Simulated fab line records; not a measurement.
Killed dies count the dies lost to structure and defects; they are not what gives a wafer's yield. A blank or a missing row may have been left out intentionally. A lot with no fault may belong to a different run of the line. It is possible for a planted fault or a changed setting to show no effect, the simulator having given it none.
Matching of chambers || flow n5Finfet || N5_BEOL_M3_ETCH_63 on rieDiel-01: 4 sister chambers
The step etches SiARC in CF4, target depth 15.6 nm, time 26 s. 4 wafers are shown with their chamber, then 9 later ones without.

== WAFERS WITH THEIR CHAMBER ==
{"wafer": "L085.1", "chamber": 3, "showerheadPlenumPTorr (Torr)": 2.13}
{"wafer": "L086.2", "chamber": 2, "showerheadPlenumPTorr (Torr)": 2.21}
{"wafer": "L086.5", "chamber": 0, "showerheadPlenumPTorr (Torr)": 2.19}
{"wafer": "L086.6", "chamber": 1, "showerheadPlenumPTorr (Torr)": 2.10}

== WAFERS MISSING THEIR CHAMBER ==
{"wafer": "L092.1", "showerheadPlenumPTorr (Torr)": 2.13}
{"wafer": "L092.3", "showerheadPlenumPTorr (Torr)": 2.18}
{"wafer": "L092.4", "showerheadPlenumPTorr (Torr)": 2.20}
{"wafer": "L093.1", "showerheadPlenumPTorr (Torr)": 2.20}
{"wafer": "L093.5", "showerheadPlenumPTorr (Torr)": 2.13}
{"wafer": "L093.6", "showerheadPlenumPTorr (Torr)": 2.20}
{"wafer": "L094.2", "showerheadPlenumPTorr (Torr)": 2.13}
{"wafer": "L094.3", "showerheadPlenumPTorr (Torr)": 2.18}
{"wafer": "L094.5", "showerheadPlenumPTorr (Torr)": 2.13}

== WHICH CHAMBER EACH ONE RAN IN ==
{"wafer": "L092.1", "from the rows above": 3, "in truth": 3}
{"wafer": "L092.3", "from the rows above": 0, "in truth": 0}
{"wafer": "L092.4", "from the rows above": "can't be placed: 2 or 0", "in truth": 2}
{"wafer": "L093.1", "from the rows above": "can't be placed: 2 or 0", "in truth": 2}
{"wafer": "L093.5", "from the rows above": 3, "in truth": 3}
{"wafer": "L093.6", "from the rows above": "can't be placed: 2 or 0", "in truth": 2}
{"wafer": "L094.2", "from the rows above": 3, "in truth": 3}
{"wafer": "L094.3", "from the rows above": 0, "in truth": 0}
{"wafer": "L094.5", "from the rows above": 3, "in truth": 3}
6 of 9 placed correctly. From these rows, 3 cannot be placed; in 3 the true chamber is one of the candidates. 0 placed wrongly.
How it was worked out, from the rows above alone: a wafer's distance from a chamber is the root of the sum, over the readings, of the square of ((its reading less the chamber's mean) divided by the reading's scatter). The wafer belongs to the nearest chamber; if the next one is less than 2 further off, it can't be placed. A chamber's mean is the mean of its shown wafers. The scatter (one wafer shown for each chamber): square how far every hidden wafer sits from the nearest shown wafer, average those squares and take the square root.
